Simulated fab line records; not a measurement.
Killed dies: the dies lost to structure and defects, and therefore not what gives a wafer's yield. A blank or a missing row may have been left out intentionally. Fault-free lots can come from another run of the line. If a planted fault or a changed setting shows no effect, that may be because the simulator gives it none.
fab line records | flow n5_finfet
record lots=6 | wafers=18 | last_day=17
route steps=1938 shown HKMG_FIN@391 BEOL_M4@1111
lots with no fault: from the same line, run without faults
start_h: hours from the record's opening day to when the first of the lot's shown wafers began | wait_h: hours since the lot's step before | " repeats the value in the row above | L1.1+2: one row covering several wafers at once | - no value, or no start was given | * or withheld: withheld | < > ~ a bound
route shown NAME@n: names a module that has steps shown in the file, with the first one's number in the route | usual: mean/standard deviation taken from wafers without a fault | same: alike in all rows | chamber/n: place in a boat | sites: the reading at each site | _std_site: the standard deviation of these | _edge_site: the outer-site mean with the inner-site mean subtracted | radius_mm: for every site, how far away it sits from the centre of the wafer | mask NAME#n: copy n | behind: the last tool/chamber to shape the wafer | hold: reason for holding the lot/hours on hold/outcome of the hold | device: the transistor (n, p or np) that didn't switch | end of line: the route-end tests of the same wafers | a step without rows: its recipe alone | killed: not the wafer's yield, but the dies lost to structure and defects at the first sort | map: a wafer's dies, marking killed ones x, the rest . and places with no die _
set.NAME: the setting the step ran with; set.NAME@STEP: the setting that earlier step ran with | model.NAME: the simulator's own value behind a step, which no gauge read
certain route steps with their lots: each step a table, each wafer a row
services: from which hour (start_h, from the record's first day; less than 0 if before it) a tool's chamber was out of use, for how many hours, and why
## steps
# step N5_HKMG_FIN_COAT_42
# recipe resist=SiARC | temp_c=220 | time_s=60 | spin_rpm=1500 | resist_thk_nm=35
# step N5_HKMG_FIN_COAT_43
# recipe resist=CAR-ArF | spin_rpm=1500 | resist_thk_nm=90
# step N5_HKMG_FIN_EBR_45
# recipe solvent=PGMEA | ebr_width_mm=1.5
# step N5_HKMG_FIN_SOFTBAKE_44
# recipe temp_c=110 | time_s=60 | resist=CAR-ArF
# step N5_HKMG_FIN_EXPOSE_46
# recipe mask_id=NDIPOLE | na=1.35 | source_shape=conventional | sigma_outer=0.8 | polarization=unpolarized | dose_mj=40
# step N5_HKMG_FIN_PEB_47
# recipe peb_temp_c=withheld | peb_time_s=60 | resist=CAR-ArF
# step N5_HKMG_FIN_DEVELOP_48
# recipe develop_time_s=30 | developer=TMAH | resist=CAR-ArF | rinse_liquid=diw | dry=air_spin | dev_temp_c=23
# step N5_HKMG_FIN_CD_MEAS_49
# recipe target_cd_nm=202 | landing_energy_ev=500 | detector=se_inlens | polarity=opening
# usual cd_nm=202.0/0.64
lot.wafer | tool      | chamber | start_h | wait_h | cd_nm
L367.3    | cd_sem-01 | 0       | 101.29  | -      | 201.7
L367.4    | "         | 0       | "       | "      | 202.5
L367.6    | "         | 0       | "       | "      | 201.3
L374.2    | cd_sem-03 | 0       | 137.32  | -      | 202.3
L374.4    | "         | 0       | "       | "      | 202.4
L374.5    | "         | 0       | "       | "      | 202.7
L379.1    | cd_sem-03 | 0       | 167.35  | -      | 202.0
L379.5    | "         | 0       | "       | "      | 201.9
L379.6    | "         | 0       | "       | "      | 202.7
L382.2    | cd_sem-01 | 0       | 185.24  | -      | 202.3
L382.4    | "         | 0       | "       | "      | 202.4
L382.6    | "         | 0       | "       | "      | 202.6
L383.2    | cd_sem-01 | 0       | 190.64  | -      | 202.0
L383.3    | "         | 0       | "       | "      | 202.0
L383.6    | "         | 0       | "       | "      | 201.3
L385.2    | cd_sem-02 | 0       | 204.16  | -      | 201.6
L385.5    | "         | 0       | "       | "      | 202.0
L385.6    | "         | 0       | "       | "      | 202.5
# step N5_HKMG_FIN_OVL_MEAS_50
# recipe points_per_wafer=44
# usual NDIPOLE_OVL=-0.3/0.74
lot.wafer | tool       | chamber | start_h | wait_h | NDIPOLE_OVL[nm]
L367.3    | overlay-02 | 0       | 101.32  | 0.0    | 0.3
L367.4    | "          | 0       | "       | "      | 0.3
L367.6    | "          | 0       | "       | "      | 1.4
L374.2    | overlay-01 | 0       | 137.35  | 0.0    | -0.8
L374.4    | "          | 0       | "       | "      | -0.4
L374.5    | "          | 0       | "       | "      | -1.3
L379.1    | overlay-02 | 0       | 167.38  | 0.0    | 0.2
L379.5    | "          | 0       | "       | "      | 0.0
L379.6    | "          | 0       | "       | "      | -1.9
L382.2    | overlay-02 | 0       | 185.27  | 0.0    | -0.1
L382.4    | "          | 0       | "       | "      | 0.8
L382.6    | "          | 0       | "       | "      | 0.0
L383.2    | overlay-01 | 0       | 190.67  | 0.0    | -0.2
L383.3    | "          | 0       | "       | "      | 0.7
L383.6    | "          | 0       | "       | "      | -0.8
L385.2    | overlay-01 | 0       | 204.19  | 0.0    | -0.2
L385.5    | "          | 0       | "       | "      | -0.5
L385.6    | "          | 0       | "       | "      | 0.4
# step N5_HKMG_FIN_INSPECT_61
# recipe mode=adi | inspect_instrument=macro
# usual raw_defect_count=2.0/1.5
lot.wafer | tool              | chamber | start_h | wait_h | raw_defect_count
L367.3    | defect_inspect-01 | -       | 101.34  | 0.0    | 4
L367.4    | "                 | -       | "       | "      | 0
L367.6    | "                 | -       | "       | "      | 0
L374.2    | defect_inspect-01 | -       | 137.37  | 0.0    | 0
L374.4    | "                 | -       | "       | "      | 0
L374.5    | "                 | -       | "       | "      | 0
L379.1    | defect_inspect-02 | -       | 167.40  | 0.0    | 1
L379.5    | "                 | -       | "       | "      | 3
L379.6    | "                 | -       | "       | "      | 2
L382.2    | defect_inspect-01 | -       | 185.29  | 0.0    | 0
L382.4    | "                 | -       | "       | "      | 3
L382.6    | "                 | -       | "       | "      | 4
L383.2    | defect_inspect-02 | -       | 190.69  | 0.0    | 3
L383.3    | "                 | -       | "       | "      | 2
L383.6    | "                 | -       | "       | "      | 3
L385.2    | defect_inspect-02 | -       | 204.22  | 0.0    | 2
L385.5    | "                 | -       | "       | "      | 1
L385.6    | "                 | -       | "       | "      | 5
# step N5_HKMG_FIN_DESCUM_53
# recipe chemistry=O2 | time_s=7.9 | source_power_w=50 | bias_power_w=20 | pressure_mtorr=20 | rf_frequency_hz=2.712e+07 | temp_c=40 | resist=CAR-ArF | o2_flow_sccm=225
# usual drypump_motor_current_A=5.7/0.53 | oes_product_au=0.79/0.064 | rf_vpp_V=243.3/1.2 | showerhead_plenum_p_Torr=2.10/0.056 | throttle_valve_pct=20.49/0.27
lot.wafer | tool        | chamber | start_h | wait_h | drypump_motor_current_A | oes_product_au | rf_hours_counter_h | rf_vpp_V | showerhead_plenum_p_Torr | throttle_valve_pct
L367.3    | rie_diel-01 | 2       | 101.37  | 0.0    | 5.1                     | 0.83           | 68                 | 242.5    | 2.04                     | 20.42
L367.4    | "           | 3       | "       | "      | 6.2                     | 0.87           | 35                 | 243.6    | 2.12                     | 19.89
L367.6    | "           | 1       | "       | "      | 5.4                     | 0.87           | -                  | 242.4    | 2.16                     | 20.37
L374.2    | rie_diel-02 | 3       | 137.63  | 0.3    | 5.0                     | 0.75           | 165                | 243.0    | 2.07                     | 20.69
L374.4    | "           | 2       | "       | "      | 5.9                     | 0.77           | 160                | 245.8    | 2.18                     | 20.40
L374.5    | "           | 2       | "       | "      | 5.8                     | 0.77           | -                  | 245.7    | 2.18                     | 20.39
L379.1    | rie_diel-02 | 1       | 167.44  | 0.0    | 6.6                     | 0.74           | 161                | 242.3    | 2.08                     | 20.65
L379.5    | "           | 2       | "       | "      | 5.8                     | 0.76           | -                  | 244.3    | 2.17                     | 20.42
L379.6    | "           | 1       | "       | "      | 6.6                     | 0.73           | -                  | 243.4    | 2.08                     | 20.65
L382.2    | rie_diel-02 | 0       | 185.32  | 0.0    | 5.6                     | 0.72           | 242                | 242.9    | 2.16                     | 20.82
L382.4    | "           | 3       | "       | "      | 5.0                     | 0.73           | 183                | 243.4    | 2.06                     | 20.71
L382.6    | "           | 3       | "       | "      | 5.0                     | 0.73           | -                  | 243.4    | 2.06                     | 20.73
L383.2    | rie_diel-01 | 1       | 190.73  | 0.0    | 5.4                     | 0.82           | 75                 | 243.1    | 2.15                     | 20.41
L383.3    | "           | 2       | "       | "      | 5.1                     | 0.79           | 98                 | 242.9    | 2.03                     | 20.46
L383.6    | "           | 1       | "       | "      | 5.5                     | 0.83           | -                  | 244.4    | 2.15                     | 20.43
L385.2    | rie_diel-04 | 1       | 204.25  | 0.0    | 6.0                     | 0.71           | 225                | 240.9    | 2.08                     | 20.94
L385.5    | "           | 2       | "       | "      | 6.1                     | 0.87           | -                  | 243.8    | 2.03                     | 20.09
L385.6    | "           | 3       | "       | "      | 5.3                     | 0.74           | -                  | 240.8    | 2.01                     | 20.64
# step N5_HKMG_FIN_ETCH_54
# recipe chemistry=CF4 | target=SiARC | target_depth_a=455 | mask_material=CAR-ArF | time_s=75.8 | ion_energy_ev=80 | pressure_mtorr=40 | source_w=545 | bias_w=36 | Ar_flow_sccm=100 | cf4_flow_sccm=100 | ends=cleared
# usual bias_w=36.00/0.1 | drypump_motor_current_A=5.7/0.53 | etch_rf_on_time_s=75.4/1.5 | oes_product_au=0.67/0.055 | rf_vpp_V=184.0/1.1 | showerhead_plenum_p_Torr=2.14/0.052 | throttle_valve_pct=15.65/0.28
lot.wafer | tool        | chamber | start_h | wait_h | bias_w | drypump_motor_current_A | etch_rf_on_time_s | oes_product_au | rf_hours_counter_h | rf_vpp_V | showerhead_plenum_p_Torr | throttle_valve_pct
L367.3    | rie_diel-01 | 2       | 101.41  | 0.0    | 35.95  | 5.1                     | 75.6              | 0.70           | 68                 | 182.8    | 2.08                     | 15.52
L367.4    | "           | 3       | "       | "      | 36.04  | 6.3                     | 76.5              | 0.72           | 35                 | 183.9    | 2.18                     | 15.09
L367.6    | "           | 1       | "       | "      | 36.16  | 5.4                     | 74.8              | 0.73           | -                  | 184.4    | 2.19                     | 15.42
L374.2    | rie_diel-02 | 3       | 137.66  | 0.0    | 36.00  | 5.0                     | 73.2              | 0.64           | 165                | 185.0    | 2.14                     | 16.03
L374.4    | "           | 2       | "       | "      | 35.87  | 5.8                     | 74.2              | 0.65           | 160                | 185.2    | 2.22                     | 15.57
L374.5    | "           | 2       | "       | "      | 35.82  | 5.8                     | 74.8              | 0.66           | -                  | 185.2    | 2.22                     | 15.58
L379.1    | rie_diel-02 | 1       | 167.47  | 0.0    | 36.06  | 6.6                     | 74.5              | 0.63           | 161                | 183.3    | 2.14                     | 15.85
L379.5    | "           | 2       | "       | "      | 36.06  | 5.8                     | 75.2              | 0.65           | -                  | 185.1    | 2.21                     | 15.60
L379.6    | "           | 1       | "       | "      | 36.02  | 6.6                     | 75.1              | 0.63           | -                  | 183.4    | 2.14                     | 15.84
L382.2    | rie_diel-02 | 0       | 185.36  | 0.0    | 35.98  | 5.6                     | 78.1              | 0.60           | 242                | 186.2    | 2.20                     | 15.97
L382.4    | "           | 3       | "       | "      | 36.04  | 5.0                     | 73.6              | 0.62           | 183                | 182.7    | 2.13                     | 16.09
L382.6    | "           | 3       | "       | "      | 36.07  | 5.0                     | 73.4              | 0.63           | -                  | 183.5    | 2.13                     | 16.08
L383.2    | rie_diel-01 | 1       | 190.76  | 0.0    | 36.02  | 5.5                     | 75.1              | 0.70           | 75                 | 183.8    | 2.17                     | 15.50
L383.3    | "           | 2       | "       | "      | 36.11  | 5.1                     | 75.7              | 0.67           | 98                 | 182.6    | 2.07                     | 15.59
L383.6    | "           | 1       | "       | "      | 36.04  | 5.4                     | 75.6              | 0.69           | -                  | 183.2    | 2.17                     | 15.50
L385.2    | rie_diel-04 | 1       | 204.29  | 0.0    | 35.96  | 6.1                     | 76.6              | 0.60           | 225                | 183.6    | 2.12                     | 16.04
L385.5    | "           | 2       | "       | "      | 35.99  | 6.1                     | 72.7              | 0.75           | -                  | 183.1    | 2.08                     | 15.32
L385.6    | "           | 3       | "       | "      | 36.11  | 5.3                     | 76.1              | 0.63           | -                  | 183.0    | 2.06                     | 15.82
# step N5_HKMG_FIN_ETCH_55
# recipe chemistry=N2/H2 | target=SOC | target_depth_a=2400 | temp_c=40 | time_s=300 | ion_energy_ev=200 | mask_material=SiARC | pressure_mtorr=30 | source_w=840 | bias_w=150 | n2_flow_sccm=200 | h2_flow_sccm=200
# usual bias_w=150.0/0.42 | drypump_motor_current_A=5.7/0.53 | oes_product_au=0.79/0.064 | rf_vpp_V=524.0/1.9 | run_length_s=323.4/0.39 | showerhead_plenum_p_Torr=2.55/0.065 | throttle_valve_pct=17.9/0.31
lot.wafer | tool        | chamber | start_h | wait_h | bias_w | drypump_motor_current_A | oes_product_au | rf_hours_counter_h | rf_vpp_V | run_length_s | showerhead_plenum_p_Torr | throttle_valve_pct | model.etch.depth_nm | model.HKMG_FIN.feature_depth_nm | model.SiARC_of_HKMG_FIN_COAT_42.thk_nm
L367.3    | rie_diel-01 | 2       | 101.46  | 0.0    | 150.5  | 5.1                     | 0.83           | 68                 | 521.6    | 323.4        | 2.48                     | 17.7               | 239.3               | 239.4                           | 20.6
L367.4    | "           | 3       | "       | "      | 149.7  | 6.2                     | 0.85           | 35                 | 526.5    | 323.8        | 2.60                     | 17.4               | 237.1               | 237.2                           | 21.6
L367.6    | "           | 1       | "       | "      | 150.0  | 5.5                     | 0.86           | -                  | 525.2    | 322.9        | 2.59                     | 17.6               | 240.9               | 241                             | 21
L374.2    | rie_diel-02 | 3       | 137.72  | 0.0    | 150.4  | 5.1                     | 0.75           | 165                | 525.9    | 323.1        | 2.54                     | 18.3               | 247.1               | 247                             | 21
L374.4    | "           | 2       | "       | "      | 150.4  | 5.8                     | 0.78           | 160                | 525.7    | 323.5        | 2.64                     | 17.8               | 248.6               | 248.6                           | 20.6
L374.5    | "           | 2       | "       | "      | 150.5  | 5.8                     | 0.77           | -                  | 525.4    | 323.5        | 2.64                     | 17.8               | 247.8               | 247.8                           | 20.8
L379.1    | rie_diel-02 | 1       | 167.53  | 0.0    | 150.0  | 6.6                     | 0.73           | 161                | 521.7    | 323.4        | 2.54                     | 18.2               | 243                 | 243                             | 21
L379.5    | "           | 2       | "       | "      | -      | 5.8                     | 0.76           | -                  | 526.7    | 269.3        | 2.64                     | 17.8               | 201.2               | 201.2                           | 23.8
L379.6    | "           | 1       | "       | "      | -      | 6.6                     | 0.73           | -                  | 523.9    | 269.4        | 2.54                     | 18.2               | 199.1               | 199                             | 23.6
L382.2    | rie_diel-02 | 0       | 185.41  | 0.0    | -      | 5.6                     | 0.69           | 242                | 526.0    | 269.3        | 2.62                     | 18.3               | 187.5               | 187.6                           | 24.4
L382.4    | "           | 3       | "       | "      | 149.3  | 5.0                     | 0.74           | 183                | 524.9    | 323.3        | 2.53                     | 18.4               | 246.1               | 246.2                           | 21.2
L382.6    | "           | 3       | "       | "      | -      | 5.0                     | 0.73           | -                  | 523.9    | 268.9        | 2.53                     | 18.3               | 201.8               | 201.8                           | 23.6
L383.2    | rie_diel-01 | 1       | 190.82  | 0.0    | 150.0  | 5.5                     | 0.79           | 75                 | 526.1    | 322.9        | 2.58                     | 17.7               | 235.9               | 235.8                           | 21.2
L383.3    | "           | 2       | "       | "      | 150.0  | 5.1                     | 0.78           | 98                 | 522.4    | 324.0        | 2.46                     | 17.8               | 239.7               | 239.6                           | 20.8
L383.6    | "           | 1       | "       | "      | 149.6  | 5.5                     | 0.80           | -                  | 524.1    | 323.4        | 2.58                     | 17.6               | 235.9               | 235.8                           | 21.2
L385.2    | rie_diel-04 | 1       | 204.34  | 0.0    | 150.1  | 6.0                     | 0.70           | 225                | 524.7    | 322.5        | 2.52                     | 18.3               | 236                 | 236                             | 21.2
L385.5    | "           | 2       | "       | "      | 150.2  | 6.1                     | 0.86           | -                  | 522.8    | 323.3        | 2.47                     | 17.5               | 246.6               | 246.6                           | 21
L385.6    | "           | 3       | "       | "      | 149.9  | 5.3                     | 0.75           | -                  | 520.6    | 323.4        | 2.44                     | 18.1               | 239.2               | 239.2                           | 21
# step N5_HKMG_FIN_STRIP_56
# recipe chemistry=N2/H2 | temp_c=40 | n2_flow_sccm=200 | h2_flow_sccm=200 | rf_frequency_hz=6e+07
# step N5_BEOL_M4_RC_MEAS_101
# usual DIBL_N=36.4/1.7 | DIBL_P=36.4/2.1 | IOFF_N=0.16/0.035 | IOFF_P=0.21/0.035 | ION_N=680/11 | ION_P=465/6.8 | SS_N=71.5/0.58 | SS_P=73.2/0.72 | VT_N=249/3.6 | VT_P=-250/3.1
lot.wafer | tool      | chamber | start_h | wait_h | DIBL_N[mV/V] | DIBL_P[mV/V] | IOFF_N[nA/um] | IOFF_P[nA/um] | ION_N[uA/um] | ION_P[uA/um] | SS_N[mV/dec] | SS_P[mV/dec] | VT_N[mV] | VT_P[mV]
L367.3    | prober-02 | 0       | 214.27  | 0.3    | 35.4         | 37.1         | 0.17          | 0.19          | 681          | 459          | 71.3         | 72.8         | 250      | -254
L367.4    | "         | 0       | "       | "      | 36.0         | 38.4         | 0.18          | 0.21          | 686          | 470          | 71.8         | 73.6         | 248      | -250
L367.6    | "         | 0       | "       | "      | 37.6         | 39.5         | 0.20          | 0.22          | 681          | 463          | 71.5         | 73.7         | 248      | -251
L374.2    | prober-02 | 0       | 233.23  | 0.2    | 38.1         | 39.4         | 0.18          | 0.22          | 674          | 461          | 71.9         | 73.7         | 248      | -250
L374.4    | "         | 0       | "       | "      | 35.0         | 36.0         | 0.14          | 0.18          | 674          | 461          | 71.0         | 72.9         | 251      | -251
L374.5    | "         | 0       | "       | "      | 35.5         | 35.8         | 0.13          | 0.17          | 674          | 462          | 70.5         | 74.0         | 253      | -252
L379.1    | prober-01 | 0       | 268.45  | 0.0    | 36.0         | 36.6         | 0.15          | 0.19          | 662          | 455          | 71.2         | 73.0         | 252      | -254
L379.5    | "         | 0       | "       | "      | 35.1         | 35.7         | 0.15          | 0.19          | 676          | 466          | 69.8         | 72.7         | 251      | -251
L379.6    | "         | 0       | "       | "      | 34.2         | 34.0         | 0.12          | 0.16          | 676          | 461          | 70.7         | 72.3         | 257      | -254
L382.2    | prober-01 | 0       | 296.90  | 0.2    | 40.0         | 37.8         | 0.22          | 0.26          | 697          | 471          | 72.5         | 74.2         | 245      | -247
L382.4    | "         | 0       | "       | "      | 36.0         | 32.5         | 0.14          | 0.18          | 663          | 458          | 71.5         | 72.3         | 251      | -254
L382.6    | "         | 0       | "       | "      | 36.9         | 34.8         | 0.17          | 0.21          | 686          | 470          | 71.1         | 73.2         | 246      | -251
L383.2    | prober-01 | 0       | 302.55  | 0.2    | 37.1         | 37.9         | 0.21          | 0.21          | 674          | 452          | 72.1         | 74.1         | 248      | -253
L383.3    | "         | 0       | "       | "      | 39.2         | 40.1         | 0.27          | 0.26          | 705          | 470          | 73.0         | 74.4         | 239      | -249
L383.6    | "         | 0       | "       | "      | 37.0         | 37.6         | 0.20          | 0.21          | 678          | 457          | 72.6         | 73.2         | 247      | -251
L385.2    | prober-01 | 0       | 306.27  | 0.7    | 37.3         | 36.7         | 0.16          | 0.23          | 682          | 467          | 71.7         | 72.8         | 249      | -247
L385.5    | "         | 0       | "       | "      | 35.5         | 34.1         | 0.14          | 0.19          | 683          | 469          | 71.3         | 73.1         | 252      | -251
L385.6    | "         | 0       | "       | "      | 37.7         | 37.6         | 0.17          | 0.25          | 686          | 471          | 71.9         | 73.9         | 249      | -247
## services
tool        | chamber | start_h | hours | kind
rie_diel-04 | 0       | 143.65  | 8.5   | repair
## key
first_sign step=N5_HKMG_FIN_ETCH_55 | reading=run_length_s | direction=down | sigmas=99+ | usual=* | struck=*
effect none on later readings
model_effect step=N5_HKMG_FIN_ETCH_55 | value=etch.depth_nm | without=240.8 | struck=197.4
met_at N5_HKMG_FIN_ETCH_55
struck_wafers L379.5,L379.6,L382.2,L382.6
onset_between 137.72 167.53
fault kind=process_parameter_drift | tool=rie_diel-02 | chamber=- | onset_h=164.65 | steps=N5_HKMG_FIN_ETCH_55 | channel=time_s | offset=* | shape=step | end_h=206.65 | scope=struck_wafers_only | acts_in=* | stated=*
